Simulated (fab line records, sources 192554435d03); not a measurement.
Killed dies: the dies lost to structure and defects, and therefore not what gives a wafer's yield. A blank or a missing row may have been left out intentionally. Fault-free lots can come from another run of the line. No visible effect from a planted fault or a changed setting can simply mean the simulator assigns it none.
fab line records	flow n5_finfet
record lots=7	wafers=21
route steps=1938 shown BEOL_M6@1221 BEOL_M8@1359 BEOL_M9@1405 BEOL_M10@1470
start_h: hours from the record's first day to the start of the lot's first wafer shown	wait_h: how many hours have passed since the lot's step before this one	" identical to the entry in the row above	L1.1+2: one row covering several wafers at once	- either no value or no given start	* or withheld: withheld	< > ~ a bound
route shown NAME@n: names a module that has steps shown in the file, with the first one's number in the route	usual: average and standard deviation across the fault-free wafers	same: alike in all rows	chamber/n: place in a boat	sites: the reading at each site	_std_site: the standard deviation of these	_edge_site: inner sites' mean taken away from outer sites' mean	radius_mm: for every site, how far away it sits from the centre of the wafer	mask NAME#n: copy n	behind: tool/chamber where the wafer was last shaped	hold: what put the lot on hold/how long, in hours/how the hold closed	device: whichever transistor did not switch (one of n, p or np)	end of line: the tests these same wafers got at the end of their route	a step with no rows: only its recipe	killed: dies lost to structure and defects at the first sort, not the wafer's yield	map: per-die view of a wafer (x killed, . not killed, _ where there is no die)
set.NAME: the setting that was run; set.NAME@STEP: the one run at that earlier step	model.NAME: the simulator's own value behind a step, which no gauge read
lots where settings were altered on purpose, with a table for each step and a row for each wafer
## steps
# step N5_BEOL_M6_COAT_22
# recipe resist=CAR-EUV	spin_rpm=1500	resist_thk_nm=30
lot.wafer	tool	chamber	start_h	wait_h	set.spin_rpm	model.CAR-EUV_of_BEOL_M6_COAT_22.thk_nm
L084.3+5	litho_track-05	0	-	-	1500	30
L084.4	"	0	"	"	1639	28.8
L086.3	litho_track-05	0	-	-	1414	30.8
L086.5	"	0	"	"	1500	30
L086.6	"	0	"	"	1414	31
L090.3	litho_track-03	0	-	-	1340	31.6
L090.4	"	0	"	"	1340	31.8
L090.6	"	0	"	"	1500	30
L089.1+2	litho_track-03	0	-	-	1500	29.8
L089.6	"	0	"	"	1638	28.6
L091.3	litho_track-03	0	-	-	1500	29.8
L091.4	"	0	"	"	1444	30.6
L091.6	"	0	"	"	1500	30
L094.1+2+5	litho_track-03	0	-	-	1500	30
L097.1+2+6	litho_track-01	0	-	-	1500	30.2
# step N5_BEOL_M6_EBR_24
# recipe solvent=PGMEA	ebr_width_mm=1.5
# step N5_BEOL_M6_SOFTBAKE_23
# recipe temp_c=110	time_s=60	resist=CAR-EUV
# step N5_BEOL_M6_EXPOSE_25
# recipe mask_id=V5	na=0.33	source_shape=annular	sigma_inner=0.4	sigma_outer=0.8	polarization=unpolarized	target_cd_nm=40	dose_mj=45
# step N5_BEOL_M6_PEB_26
# recipe peb_temp_c=100	peb_time_s=60	resist=CAR-EUV
# step N5_BEOL_M6_DEVELOP_27
# recipe develop_time_s=30	developer=TMAH	resist=CAR-EUV	rinse_liquid=surfactant_rinse	dry=air_spin	dev_temp_c=23
lot.wafer	tool	chamber	start_h	wait_h	set.spin_rpm@BEOL_M6_COAT_22	model.CAR-EUV_of_BEOL_M6_COAT_22.thk_nm
L084.3+5	litho_track-05	0	-	-	1500	29.6
L084.4	"	0	"	"	1639	28.2
L086.3+6	litho_track-05	0	-	-	1414	30.4
L086.5	"	0	"	"	1500	29.4
L090.3	litho_track-05	0	-	-	1340	31.2
L090.4	"	0	"	"	1340	31.4
L090.6	"	0	"	"	1500	29.6
L089.1+2	litho_track-03	0	-	-	1500	29.4
L089.6	"	0	"	"	1638	28.2
L091.3	litho_track-03	0	-	-	1500	29.4
L091.4	"	0	"	"	1444	30.2
L091.6	"	0	"	"	1500	29.6
L094.1+2+5	litho_track-03	0	-	-	1500	29.6
L097.1	litho_track-01	0	-	-	1500	29.8
L097.2+6	"	0	"	"	1500	29.6
# step N5_BEOL_M8_COAT_22
# recipe resist=CAR-EUV	spin_rpm=1500	resist_thk_nm=30
lot.wafer	tool	chamber	start_h	wait_h	set.spin_rpm	model.CAR-EUV_of_BEOL_M8_COAT_22.thk_nm
L084.3+4+5	litho_track-03	0	-	-	1500	30
L086.3+5	litho_track-03	0	-	-	1433	30.6
L086.6	"	0	"	"	1500	30
L090.3	litho_track-03	0	-	-	1500	30
L090.4+6	"	0	"	"	1573	29.4
L089.1+6	litho_track-04	0	-	-	1500	30.2
L089.2	"	0	"	"	1412	31.2
L091.3	litho_track-03	0	-	-	1500	30
L091.4+6	"	0	"	"	1359	31.4
L094.1+2+5	litho_track-03	0	-	-	1500	30
L097.1	litho_track-04	0	-	-	1500	30.2
L097.2+6	"	0	"	"	1500	30
# step N5_BEOL_M8_EXPOSE_25
# recipe mask_id=V7	na=0.33	source_shape=annular	sigma_inner=0.4	sigma_outer=0.8	polarization=unpolarized	target_cd_nm=40	dose_mj=42.5
lot.wafer	tool	chamber	start_h	wait_h	mask	set.dose_mj
L084.3+5	euv_scanner-02	0	264.48	-	V7#0	45.15
L084.4	"	0	"	"	V7#0	42.5
L086.3+6	euv_scanner-01	0	272.85	-	V7#0	43.55
L086.5	"	0	"	"	V7#0	42.5
L090.3+4	euv_scanner-02	0	293.41	-	V7#0	42.5
L090.6	"	0	"	"	V7#0	41.65
L089.1+2	euv_scanner-02	0	303.76	-	V7#0	45.38
L089.6	"	0	"	"	V7#0	42.5
L091.3+4	euv_scanner-01	0	328.75	-	V7#0	39.84
L091.6	"	0	"	"	V7#0	42.5
L094.1+2+5	euv_scanner-01	0	336.61	-	V7#0	42.5
L097.1+2+6	euv_scanner-01	0	345.42	-	V7#0	42.5
# step N5_BEOL_M8_PEB_26
# recipe peb_temp_c=100	peb_time_s=60	resist=CAR-EUV
# step N5_BEOL_M8_DEVELOP_27
# recipe develop_time_s=30	developer=TMAH	resist=CAR-EUV	rinse_liquid=surfactant_rinse	dry=air_spin	dev_temp_c=23
# step N5_BEOL_M8_CD_MEAS_28
# recipe target_cd_nm=40	landing_energy_ev=500	detector=se_inlens
# usual cd_nm=39.99/0.26
lot.wafer	tool	chamber	start_h	wait_h	set.dose_mj@BEOL_M8_EXPOSE_25	cd_nm
L084.3	cd_sem-01	0	264.61	-	45.15	40.85
L084.4	"	0	"	"	42.5	40.15
L084.5	"	0	"	"	45.15	41.20
L086.3	cd_sem-03	0	272.97	-	43.55	40.26
L086.5	"	0	"	"	42.5	40.20
L086.6	"	0	"	"	43.55	40.37
L090.3	cd_sem-03	0	293.53	-	42.5	40.28
L090.4	"	0	"	"	42.5	39.75
L090.6	"	0	"	"	41.65	39.68
L089.1	cd_sem-02	0	303.90	-	45.38	41.17
L089.2	"	0	"	"	45.38	41.31
L089.6	"	0	"	"	42.5	39.99
L091.3	cd_sem-03	0	328.87	-	39.84	38.15
L091.4	"	0	"	"	39.84	38.28
L091.6	"	0	"	"	42.5	39.82
L094.1	cd_sem-02	0	336.74	-	42.5	40.41
L094.2	"	0	"	"	42.5	40.22
L094.5	"	0	"	"	42.5	40.18
L097.1	cd_sem-03	0	345.55	-	42.5	39.83
L097.2	"	0	"	"	42.5	39.87
L097.6	"	0	"	"	42.5	39.82
# step N5_BEOL_M8_DESCUM_33
# recipe chemistry=O2	time_s=7	source_power_w=50	bias_power_w=20	pressure_mtorr=20	rf_frequency_hz=2.712e+07	temp_c=40	resist=CAR-EUV	o2_flow_sccm=225
lot.wafer	tool	chamber	start_h	wait_h	set.spin_rpm@BEOL_M8_COAT_22	set.dose_mj@BEOL_M8_EXPOSE_25	model.CAR-EUV_of_BEOL_M8_COAT_22.thk_nm	model.BEOL_M8.cd_nm
L084.3	rie_diel-02	1	265.08	0.4	1500	45.15	26	41.2
L084.4	"	3	"	"	1500	42.5	26	40
L084.5	"	1	"	"	1500	45.15	26	41.4
L086.3	rie_diel-01	0	273.59	0.5	1433	43.55	26.8	40.6
L086.5	"	3	"	"	1433	42.5	26.6	40
L086.6	"	2	"	"	1500	43.55	26	40.2
L090.3	rie_diel-01	2	293.98	0.4	1500	42.5	26	39.8
L090.4	"	3	"	"	1573	42.5	25.4	40
L090.6	"	0	"	"	1573	41.65	25.6	39.6
L089.1	rie_diel-03	1	304.03	0.0	1500	45.38	26.2	41.4
L089.2	"	2	"	"	1412	45.38	27.2	41
L089.6	"	0	"	"	1500	42.5	26.4	39.8
L091.3	rie_diel-03	0	329.35	0.4	1500	39.84	26.2	38.4
L091.4	"	1	"	"	1359	39.84	27.6	38.6
L091.6	"	2	"	"	1359	42.5	27.6	39.6
L094.1	rie_diel-02	0	336.86	0.0	1500	42.5	26	40.2
L094.2+5	"	3,1	"	"	1500	42.5	26	40
L097.1	rie_diel-02	3	346.60	1.0	1500	42.5	26.2	40
L097.2	"	2	"	"	1500	42.5	26	40.2
L097.6	"	1	"	"	1500	42.5	26.2	40.2
# step N5_BEOL_M8_ETCH_72
# recipe chemistry=N2/H2	target=underlayer	target_depth_a=65	mask_material=CAR-EUV	time_s=5.2	ion_energy_ev=200	pressure_mtorr=30	source_w=840	bias_w=150	n2_flow_sccm=200	h2_flow_sccm=200	ends=cleared
# step N5_BEOL_M8_ETCH_65
# recipe chemistry=CF4	target=SiARC	target_depth_a=156	mask_material=CAR-EUV	time_s=26	ion_energy_ev=80	pressure_mtorr=40	source_w=545	bias_w=36	Ar_flow_sccm=100	cf4_flow_sccm=100	ends=cleared
lot.wafer	tool	chamber	start_h	wait_h	set.dose_mj@BEOL_M8_EXPOSE_25	model.BEOL_M8.cd_nm
L084.3+5	rie_diel-02	1	265.13	0.0	45.15	41.2
L084.4	"	3	"	"	42.5	40
L086.3	rie_diel-01	0	273.64	0.0	43.55	40.4
L086.5	"	3	"	"	42.5	40.2
L086.6	"	2	"	"	43.55	40.2
L090.3	rie_diel-01	2	294.03	0.0	42.5	39.8
L090.4	"	3	"	"	42.5	40
L090.6	"	0	"	"	41.65	39.2
L089.1	rie_diel-03	1	304.08	0.0	45.38	41.4
L089.2	"	2	"	"	45.38	41
L089.6	"	0	"	"	42.5	39.6
L091.3	rie_diel-03	0	329.40	0.0	39.84	38.2
L091.4	"	1	"	"	39.84	38.4
L091.6	"	2	"	"	42.5	39.4
L094.1	rie_diel-02	0	336.91	0.0	42.5	40.2
L094.2	"	3	"	"	42.5	40
L094.5	"	1	"	"	42.5	39.8
L097.1+2	rie_diel-02	3,2	346.65	0.0	42.5	40
L097.6	"	1	"	"	42.5	40.2
# step N5_BEOL_M8_ETCH_66
# recipe chemistry=N2/H2	target=SOC	target_depth_a=800	overetch_a=160	mask_material=SiARC	temp_c=40	time_s=120	ion_energy_ev=200	pressure_mtorr=30	source_w=840	bias_w=150	n2_flow_sccm=200	h2_flow_sccm=200
# step N5_BEOL_M8_STRIP_69
# recipe chemistry=N2/H2	temp_c=40	n2_flow_sccm=200	h2_flow_sccm=200	rf_frequency_hz=6e+07
# step N5_BEOL_M8_STRIP_73
# recipe chemistry=N2/H2	temp_c=40	n2_flow_sccm=200	h2_flow_sccm=200	rf_frequency_hz=6e+07
# step N5_BEOL_M8_VIA_ETCH_34
# recipe chemistry=C4F6/O2	target=SiCOH_lowk	target_depth_a=1255	mask_material=SOC	taper_deg=4	time_s=50.5	ion_energy_ev=250	pressure_mtorr=30	source_w=345	bias_w=185	Ar_flow_sccm=300	C4F6_flow_sccm=10	O2_flow_sccm=10
lot.wafer	tool	chamber	start_h	wait_h	set.dose_mj@BEOL_M8_EXPOSE_25	model.BEOL_M8.cd_nm
L084.3+5	rie_diel-02	1	265.26	0.0	45.15	41.4
L084.4	"	3	"	"	42.5	40
L086.3	rie_diel-01	0	273.77	0.0	43.55	39.8
L086.5	"	3	"	"	42.5	40
L086.6	"	2	"	"	43.55	40.6
L090.3	rie_diel-01	2	294.16	0.0	42.5	40.4
L090.4	"	3	"	"	42.5	40
L090.6	"	0	"	"	41.65	38.8
L089.1	rie_diel-03	1	304.21	0.0	45.38	41.4
L089.2	"	2	"	"	45.38	41
L089.6	"	0	"	"	42.5	39.6
L091.3+4	rie_diel-03	0,1	329.53	0.0	39.84	38.4
L091.6	"	2	"	"	42.5	39.6
L094.1	rie_diel-02	0	337.04	0.0	42.5	40.2
L094.2+5	"	3,1	"	"	42.5	39.8
L097.1	rie_diel-02	3	346.78	0.0	42.5	39.8
L097.2	"	2	"	"	42.5	40.6
L097.6	"	1	"	"	42.5	40
# step N5_BEOL_M9_HM_DEP_02
# recipe material=TiN	target_thk_a=200	temp_c=25	chamber_pressure_pa=0.49996
lot.wafer	tool	chamber	start_h	wait_h	set.target_thk_a	model.TiN_of_BEOL_M9_HM_DEP_02.thk_nm
L084.3	pvd_sputter-01	-	270.52	0.2	191.5	18.8
L084.4	"	-	"	"	191.5	18.6
L084.5	"	-	"	"	200	19.8
L086.3	pvd_sputter-02	-	281.15	2.8	226.6	22.6
L086.5	"	-	"	"	200	20
L086.6	"	-	"	"	226.6	22.4
L090.3	pvd_sputter-02	-	301.96	2.7	185.5	19
L090.4	"	-	"	"	200	20.6
L090.6	"	-	"	"	200	20.2
L089.1+2+6	pvd_sputter-03	-	309.66	1.6	200	20
L091.3+6	pvd_sputter-01	-	335.73	2.0	200	20.2
L091.4	"	-	"	"	216	21.4
L094.1+5	pvd_sputter-01	-	341.38	0.4	200	20.2
L094.2	"	-	"	"	200	19.8
L097.1+6	pvd_sputter-03	-	353.42	1.8	223.2	22.4
L097.2	"	-	"	"	200	20.4
# step N5_BEOL_M9_COAT_59
# recipe resist=SOC	temp_c=250	time_s=60	spin_rpm=1500	resist_thk_nm=100
lot.wafer	tool	chamber	start_h	wait_h	set.temp_c
L084.3	litho_track-01	0	270.64	0.1	250
L084.4+5	"	0	"	"	243.8
L086.3+5	litho_track-05	0	281.28	0.1	260.8
L086.6	"	0	"	"	250
L090.3+4+6	litho_track-01	0	302.08	0.1	250
L089.1+6	litho_track-02	0	309.79	0.1	250
L089.2	"	0	"	"	259.2
L091.3+6	litho_track-02	0	335.86	0.1	250
L091.4	"	0	"	"	243.4
L094.1+2+5	litho_track-05	0	341.51	0.1	250
L097.1+2+6	litho_track-05	0	353.55	0.1	260.3
# step N5_BEOL_M9_COAT_60
# recipe resist=SiARC	temp_c=220	time_s=60	spin_rpm=1500	resist_thk_nm=30
# step N5_BEOL_M9_COAT_05
# recipe resist=CAR-ArF	spin_rpm=1500	resist_thk_nm=90
# step N5_BEOL_M9_STRIP_68
# recipe chemistry=N2/H2	temp_c=40	n2_flow_sccm=200	h2_flow_sccm=200	rf_frequency_hz=6e+07
# step N5_BEOL_M9_STRIP_67
# recipe chemistry=CF4	resist=SiARC	power_w=300	bias_power_w=75	pressure_mtorr=50	cf4_flow_sccm=150	rf_frequency_hz=6e+07
# step N5_BEOL_M9_HM_OPEN_17
# recipe chemistry=Cl2/BCl3	target_depth_a=200	overetch_a=60	target=TiN	mask_material=SOC	ion_energy_ev=150	pressure_mtorr=10	icp_w=1000	bias_w=126	Cl2_flow_sccm=53.25	bcl3_flow_sccm=21.75	Ar_flow_sccm=25
lot.wafer	tool	chamber	start_h	wait_h	set.target_thk_a@BEOL_M9_HM_DEP_02	model.etch.depth_nm
L084.3	rie_metal-02	1	271.48	0.1	191.5	18.73
L084.4	"	1	"	"	191.5	18.56
L084.5	"	1	"	"	200	19.7
L086.3	rie_metal-02	0	282.05	0.1	226.6	22.68
L086.5	"	0	"	"	200	20.06
L086.6	"	1	"	"	226.6	22.36
L090.3	rie_metal-02	0	302.72	0.1	185.5	18.92
L090.4	"	1	"	"	200	20.52
L090.6	"	1	"	"	200	20.18
L089.1	rie_metal-03	1	310.51	0.0	200	20.01
L089.2	"	0	"	"	200	19.93
L089.6	"	0	"	"	200	19.9
L091.3	rie_metal-01	1	336.62	0.1	200	20.16
L091.4	"	0	"	"	216	21.31
L091.6	"	0	"	"	200	20.13
L094.1	rie_metal-01	1	342.54	0.1	200	20.28
L094.2	"	0	"	"	200	19.87
L094.5	"	0	"	"	200	20.23
L097.1	rie_metal-02	0	354.59	0.0	223.2	22.37
L097.2	"	1	"	"	200	20.31
L097.6	"	1	"	"	223.2	22.5
# step N5_BEOL_M10_ILD_DEP_00
# recipe material=SiCOH_lowk	target_thk_a=3085.1	temp_c=300	precursor=DEMS/porogen	pressure_torr=5	rf_w=500	time_s=58
lot.wafer	tool	chamber	start_h	wait_h	set.time_s	model.SiCOH_lowk_of_BEOL_M10_ILD_DEP_00.thk_nm
L084.3	pecvd-02	1	276.86	0.1	63.77	335.6
L084.4	"	2	"	"	58	315.6
L084.5	"	1	"	"	63.77	339.6
L086.3	pecvd-03	1	288.68	0.0	58	309.2
L086.5	"	0	"	"	51.91	279.4
L086.6	"	1	"	"	51.91	279.6
L090.3	pecvd-03	0	306.99	0.0	58	311.8
L090.4	"	2	"	"	58	308
L090.6	"	0	"	"	51.01	276.6
L089.1	pecvd-01	2	318.48	0.0	58	310.4
L089.2	"	1	"	"	58	310.6
L089.6	"	2	"	"	58	311.8
L091.3	pecvd-03	1	340.83	0.0	58	304
L091.4	"	1	"	"	65.99	354.6
L091.6	"	2	"	"	58	310
L094.1	pecvd-02	1	347.26	0.0	58	299.4
L094.2	"	2	"	"	58	305
L094.5	"	1	"	"	58	305.2
L097.1	pecvd-03	2	361.81	0.0	51.27	267.2
L097.2	"	0	"	"	58	304.8
L097.6	"	2	"	"	58	308
# step N5_BEOL_M10_CURE_71
# recipe temp_c=385	time_s=240	ambient=He/Ar	material=SiCOH_lowk
lot.wafer	tool	chamber	start_h	wait_h	set.time_s@BEOL_M10_ILD_DEP_00	model.SiCOH_lowk_of_BEOL_M10_ILD_DEP_00.thk_nm
L084.3	uv_cure-03	0	277.39	0.5	63.77	292
L084.4	"	0	"	"	58	274.2
L084.5	"	0	"	"	63.77	295.6
L086.3	uv_cure-03	1	288.91	0.2	58	268.6
L086.5	"	1	"	"	51.91	242.4
L086.6	"	1	"	"	51.91	242.6
L090.3	uv_cure-01	0	307.25	0.2	58	271
L090.4	"	0	"	"	58	267.6
L090.6	"	0	"	"	51.01	240
L089.1	uv_cure-02	1	319.12	0.6	58	269.6
L089.2	"	1	"	"	58	269.8
L089.6	"	1	"	"	58	270.8
L091.3	uv_cure-03	1	341.34	0.5	58	264.2
L091.4	"	1	"	"	65.99	308.8
L091.6	"	1	"	"	58	269.4
L094.1	uv_cure-02	0	347.56	0.3	58	259.8
L094.2	"	0	"	"	58	264.8
L094.5	"	0	"	"	58	265
L097.1	uv_cure-03	1	361.89	0.0	51.27	231.6
L097.2	"	1	"	"	58	264.8
L097.6	"	1	"	"	58	267.6
# step N5_BEOL_M10_THK_MEAS_01
# recipe reads=SiCOH_lowk_of_BEOL_M10_ILD_DEP_00
# usual M10_ILD_THK=269/3.7
lot.wafer	tool	chamber	start_h	wait_h	set.time_s@BEOL_M10_ILD_DEP_00	M10_ILD_THK[nm]
L084.3	film_metro-01	-	277.74	0.3	63.77	292
L084.4	"	-	"	"	58	274
L084.5	"	-	"	"	63.77	295
L086.3	film_metro-02	-	289.27	0.3	58	268
L086.5	"	-	"	"	51.91	243
L086.6	"	-	"	"	51.91	242
L090.3	film_metro-01	-	307.60	0.3	58	271
L090.4	"	-	"	"	58	268
L090.6	"	-	"	"	51.01	240
L089.1	film_metro-02	-	319.63	0.4	58	270
L089.2	"	-	"	"	58	270
L089.6	"	-	"	"	58	271
L091.3	film_metro-01	-	341.69	0.3	58	264
L091.4	"	-	"	"	65.99	309
L091.6	"	-	"	"	58	269
L094.1	film_metro-02	-	348.07	0.4	58	260
L094.2	"	-	"	"	58	265
L094.5	"	-	"	"	58	265
L097.1	film_metro-02	-	362.40	0.4	51.27	232
L097.2	"	-	"	"	58	265
L097.6	"	-	"	"	58	268
# step N5_BEOL_M10_COAT_60
# recipe resist=SiARC	temp_c=220	time_s=60	spin_rpm=1500	resist_thk_nm=30
lot.wafer	tool	chamber	start_h	wait_h	set.spin_rpm	model.SiARC_of_BEOL_M10_COAT_60.thk_nm
L084.3+5	litho_track-02	0	-	-	1500	30
L084.4	"	0	"	"	1342	31.8
L086.3+5+6	litho_track-04	0	-	-	1500	30
L090.3	litho_track-04	0	-	-	1500	30
L090.4+6	"	0	"	"	1585	29.2
L089.1	litho_track-04	0	-	-	1653	28.6
L089.2+6	"	0	"	"	1500	30
L091.3+4	litho_track-04	0	-	-	1623	28.8
L091.6	"	0	"	"	1500	30
L094.1+2+5	litho_track-03	0	-	-	1500	30
L097.1	litho_track-02	0	-	-	1500	30
L097.2+6	"	0	"	"	1385	31.2
# step N5_BEOL_M10_COAT_05
# recipe resist=CAR-ArF	spin_rpm=1500	resist_thk_nm=90
# step N5_BEOL_M10_EBR_07
# recipe solvent=PGMEA	ebr_width_mm=1.5
# step N5_BEOL_M10_DESCUM_16
# recipe chemistry=O2	time_s=7.9	source_power_w=50	bias_power_w=20	pressure_mtorr=20	rf_frequency_hz=2.712e+07	temp_c=40	resist=CAR-ArF	o2_flow_sccm=225
# step N5_BEOL_M10_ETCH_61
# recipe chemistry=CF4	target=SiARC	target_depth_a=390	mask_material=CAR-ArF	time_s=65	ion_energy_ev=80	pressure_mtorr=40	source_w=545	bias_w=36	Ar_flow_sccm=100	cf4_flow_sccm=100	ends=cleared
lot.wafer	tool	chamber	start_h	wait_h	set.spin_rpm@BEOL_M10_COAT_60	model.etch.depth_nm	model.CAR-ArF_of_BEOL_M10_COAT_05.thk_nm
L084.3	rie_diel-02	1	281.73	0.0	1500	29.92	55.6
L084.4	"	2	"	"	1342	31.76	53.4
L084.5	"	3	"	"	1500	30.03	55
L086.3	rie_diel-03	3	291.19	0.0	1500	30.05	55.8
L086.5	"	1	"	"	1500	29.96	55.4
L086.6	"	2	"	"	1500	29.97	55.6
L090.3	rie_diel-03	0	310.33	0.0	1500	30.01	56
L090.4	"	3	"	"	1585	29.19	56.6
L090.6	"	2	"	"	1585	29.21	56.6
L089.1	rie_diel-03	2	321.58	0.0	1653	28.63	57
L089.2	"	1	"	"	1500	30.08	55.6
L089.6	"	0	"	"	1500	30.09	55.6
L091.3	rie_diel-01	2	342.67	0.0	1623	28.83	56.4
L091.4	"	0	"	"	1623	28.75	56.8
L091.6	"	2	"	"	1500	29.95	55.6
L094.1	rie_diel-01	0	350.21	0.0	1500	29.98	55.8
L094.2	"	1	"	"	1500	30.06	55.8
L094.5	"	2	"	"	1500	29.92	55.4
L097.1	rie_diel-02	3	364.31	0.0	1500	30.04	55
L097.2	"	1	"	"	1385	31.14	54.2
L097.6	"	1	"	"	1385	31.19	54.2
# step N5_BEOL_M10_COAT_22
# recipe resist=CAR-ArF	spin_rpm=1500	resist_thk_nm=90
lot.wafer	tool	chamber	start_h	wait_h	set.spin_rpm	model.CAR-ArF_of_BEOL_M10_COAT_22.thk_nm
L084.3	litho_track-02	0	-	-	1412	92.6
L084.4	"	0	"	"	1500	89.6
L084.5	"	0	"	"	1412	92.8
L086.3	litho_track-04	0	-	-	1364	94
L086.5	"	0	"	"	1500	89.8
L086.6	"	0	"	"	1500	90.2
L090.3+4	litho_track-02	0	-	-	1500	89.6
L090.6	"	0	"	"	1500	89.8
L089.1	litho_track-04	0	-	-	1500	90.4
L089.2	"	0	"	"	1335	95.8
L089.6	"	0	"	"	1500	90
L091.3	litho_track-03	0	-	-	1576	87.8
L091.4	"	0	"	"	1500	90
L091.6	"	0	"	"	1500	89.8
L094.1+2	litho_track-04	0	-	-	1500	90
L094.5	"	0	"	"	1500	89.8
L097.1	litho_track-03	0	-	-	1500	90.2
L097.2	"	0	"	"	1636	86.4
L097.6	"	0	"	"	1500	90
## key
split step=N5_BEOL_M6_COAT_22	setting=spin_rpm	stated=1500	by=wafer
response step=N5_BEOL_M6_COAT_22	reading=model.CAR-EUV_of_BEOL_M6_COAT_22.thk_nm	change=-0.145	per=1%	r=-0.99
response step=N5_BEOL_M6_DEVELOP_27	reading=model.CAR-EUV_of_BEOL_M6_COAT_22.thk_nm	change=-0.153	per=1%	r=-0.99
split step=N5_BEOL_M8_COAT_22	setting=spin_rpm	stated=1500	by=wafer
response step=N5_BEOL_M8_COAT_22	reading=model.CAR-EUV_of_BEOL_M8_COAT_22.thk_nm	change=-0.148	per=1%	r=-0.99
response step=N5_BEOL_M8_DESCUM_33	reading=model.CAR-EUV_of_BEOL_M8_COAT_22.thk_nm	change=-0.144	per=1%	r=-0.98
split step=N5_BEOL_M8_EXPOSE_25	setting=dose_mj	stated=42.5	by=wafer
response step=N5_BEOL_M8_CD_MEAS_28	reading=cd_nm	change=+0.186	per=1%	r=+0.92
response step=N5_BEOL_M8_DESCUM_33	reading=model.BEOL_M8.cd_nm	change=+0.194	per=1%	r=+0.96
response step=N5_BEOL_M8_ETCH_65	reading=model.BEOL_M8.cd_nm	change=+0.2	per=1%	r=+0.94
response step=N5_BEOL_M8_VIA_ETCH_34	reading=model.BEOL_M8.cd_nm	change=+0.227	per=1%	r=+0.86
split step=N5_BEOL_M9_HM_DEP_02	setting=target_thk_a	stated=200	by=wafer
response step=N5_BEOL_M9_HM_DEP_02	reading=model.TiN_of_BEOL_M9_HM_DEP_02.thk_nm	change=+0.181	per=1%	r=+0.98
response step=N5_BEOL_M9_HM_OPEN_17	reading=model.etch.depth_nm	change=+0.183	per=1%	r=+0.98
split step=N5_BEOL_M9_COAT_59	setting=temp_c	stated=250	by=wafer
response none clear
split step=N5_BEOL_M10_ILD_DEP_00	setting=time_s	stated=58	by=wafer
response step=N5_BEOL_M10_ILD_DEP_00	reading=model.SiCOH_lowk_of_BEOL_M10_ILD_DEP_00.thk_nm	change=+3.01	per=1%	r=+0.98
response step=N5_BEOL_M10_CURE_71	reading=model.SiCOH_lowk_of_BEOL_M10_ILD_DEP_00.thk_nm	change=+2.65	per=1%	r=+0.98
response step=N5_BEOL_M10_THK_MEAS_01	reading=M10_ILD_THK	change=+2.66	per=1%	r=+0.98
split step=N5_BEOL_M10_COAT_60	setting=spin_rpm	stated=1500	by=wafer
response step=N5_BEOL_M10_COAT_60	reading=model.SiARC_of_BEOL_M10_COAT_60.thk_nm	change=-0.152	per=1%	r=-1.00
response step=N5_BEOL_M10_ETCH_61	reading=model.etch.depth_nm	change=-0.152	per=1%	r=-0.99
response step=N5_BEOL_M10_ETCH_61	reading=model.CAR-ArF_of_BEOL_M10_COAT_05.thk_nm	change=+0.139	per=1%	r=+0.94
split step=N5_BEOL_M10_COAT_22	setting=spin_rpm	stated=1500	by=wafer
response step=N5_BEOL_M10_COAT_22	reading=model.CAR-ArF_of_BEOL_M10_COAT_22.thk_nm	change=-0.464	per=1%	r=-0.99
